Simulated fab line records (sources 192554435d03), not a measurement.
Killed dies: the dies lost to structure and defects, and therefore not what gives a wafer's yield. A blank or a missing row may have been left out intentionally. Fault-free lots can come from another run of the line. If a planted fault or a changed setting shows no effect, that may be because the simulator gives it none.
Problem report in the 8D (eight disciplines) form, filled by code || flow n5 finfet || the parts of the form that need people (team, actions taken, sign-off) are left out

== 1. WHAT WENT WRONG ==
trench depth nm at N5_BEOL_M10_OCD_MEAS_38 reads a mean of 3.6 nm on 2 wafers of 2 lots; wafers without a fault read 148.8 nm with a standard deviation of 2.2. That puts it -66 standard deviations away from the usual mean.
Earliest sighting: wafer L277.3 on ocd-02 at day 12 08:49. The record has a number at this step for 24 wafers belonging to 8 lots. Rule for "out" (also "out of limits"): further than 4 standard deviations from the usual mean. The other wafers with a number count as sound.

== 2. WHAT IT IS, WHAT IT ISN'T ==
{"question": "which readings at this step", "is": "trench depth nm", "is not": "-"}
{"question": "which lots", "is": "L277, L280", "is not": "L274, L275, L281, L284, L286, L287"}
{"question": "which wafers of those lots", "is": "L277.3, L280.6", "is not": "L277.1, L277.5, L280.2, L280.5"}
{"question": "read on which gauges", "is": "ocd-01, ocd-02", "is not": "-"}
{"question": "when", "is": "from day 12 08:49", "is not": "up to then (8 sound wafers); but 14 sound wafers of L280, L281, L284, L286, L287 came after"}

== 3. SUSPECTS, AND WHAT RULES EACH OUT ==
Counting: if a tool at a process step up to the reading ran every lot that is out, it stays a suspect. Sound lots after the first of them don't rule it out here, since some wafers of a struck lot are sound.
- the gauge at N5_BEOL_M10_OCD_MEAS_38: ruled out. The wafers that are out were read on 2 gauges (ocd-01, ocd-02).
- rie metal-01 at N5_BEOL_M10_HM_OPEN_17 (chemistry Cl2/BCl3, target TiN, target depth 20 nm, overetch 6 nm): kept. It processed each lot that is out (first: L277, day 12 06:26); up to then, its last sound lot is L275 (day 11 20:26).
- rie diel-01 at N5_BEOL_M10_VIA_ETCH_34 (etches SiCOH lowk in C4F6/O2, target depth 184.5 nm, time 69.2 s): kept. It processed each lot that is out (first: L277, day 12 08:32); up to then, its last sound lot is L275 (day 11 22:08). On those wafers its own readings are out: oes product au.
Left after counting: rie metal-01 at N5_BEOL_M10_HM_OPEN_17, rie diel-01 at N5_BEOL_M10_VIA_ETCH_34.

== 4. THE CAUSE (what the simulator had put in) ==
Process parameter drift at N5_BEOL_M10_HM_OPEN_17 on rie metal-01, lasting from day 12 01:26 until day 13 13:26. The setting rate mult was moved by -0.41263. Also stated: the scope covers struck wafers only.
2 suspects survive the count, and this tool is in that group.

== 5. THE EFFECT CHAIN, in route order ==
Each row: a reading whose mean over the struck wafers that have a number lies more than 3 standard deviations from the usual. Only readings for which the record gives a usual standard deviation are gone through. hours: the time from each lot's start at the first step in this table that gives one to its start at this step, as a median over the lots. sigmas: the change in usual standard deviations.
{"hours": 0, "step": "N5_BEOL_M10_VIA_ETCH_34", "reading": "oes product au", "usual": "0.79 a.u.", "on struck wafers": 0.34, "change": -0.45, "sigmas": -5.6}
{"hours": 0, "step": "N5_BEOL_M10_OCD_MEAS_38", "reading": "trench depth nm", "usual": "148.8 nm", "on struck wafers": 3.6, "change": -145.2, "sigmas": -66}
{"hours": 50, "step": "N5_PASSIVATION_PROBE_49", "reading": "defect limited yield", "usual": "91.2 %", "on struck wafers": 1.8, "change": -89.4, "sigmas": -64}
{"hours": 50, "step": "N5_PASSIVATION_PROBE_49", "reading": "killed_at_M4_up", "usual": 13, "on struck wafers": 1077, "change": "+1064", "sigmas": "+99 or more"}
{"hours": 50, "step": "N5_PASSIVATION_PROBE_49", "reading": "killed dies", "usual": 103, "on struck wafers": 1158, "change": "+1056", "sigmas": "+66"}
{"hours": 50, "step": "N5_PASSIVATION_PROBE_49", "reading": "killed on rim", "usual": 13, "on struck wafers": 137, "change": "+124", "sigmas": "+36"}
{"hours": 50, "step": "N5_PASSIVATION_PROBE_49", "reading": "sort_bin_5_function", "usual": "5.1 %", "on struck wafers": 95.2, "change": "+90.1", "sigmas": "+99"}
{"hours": 50, "step": "N5_PASSIVATION_PROBE_49", "reading": "sort n pass", "usual": 1077, "on struck wafers": 22, "change": -1056, "sigmas": -66}
{"hours": 50, "step": "N5_PASSIVATION_PROBE_49", "reading": "sort yield pct", "usual": "91.2 %", "on struck wafers": 1.8, "change": -89.4, "sigmas": -64}
It contains these process steps:
- N5_BEOL_M10_VIA_ETCH_34: etches SiCOH lowk in C4F6/O2, target depth 184.5 nm, time 69.2 s.
- N5_PASSIVATION_PROBE_49
Readings that are blank on the struck wafers while sound wafers have them: cd nm at N5_BEOL_M10_CD_MEAS_35; M10_THK at N5_BEOL_M10_THK_MEAS_53.

== 6. HOW IT WOULD HAVE BEEN CAUGHT EARLIER ==
7 hours passed between the start of the fault at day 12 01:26 and the first reading out of limits at a measuring or inspecting step in this record, taken at day 12 08:49.
Of the tool readings at N5_BEOL_M10_HM_OPEN_17 for which the record gives a usual standard deviation, none was out on any struck wafer, so an alarm limit of 4 standard deviations on them would not have fired.
Of the lots that are out (2), L280 began N5_BEOL_M10_HM_OPEN_17 on rie metal-01 after day 12 08:49. A hold on the tool at that time would have spared it.
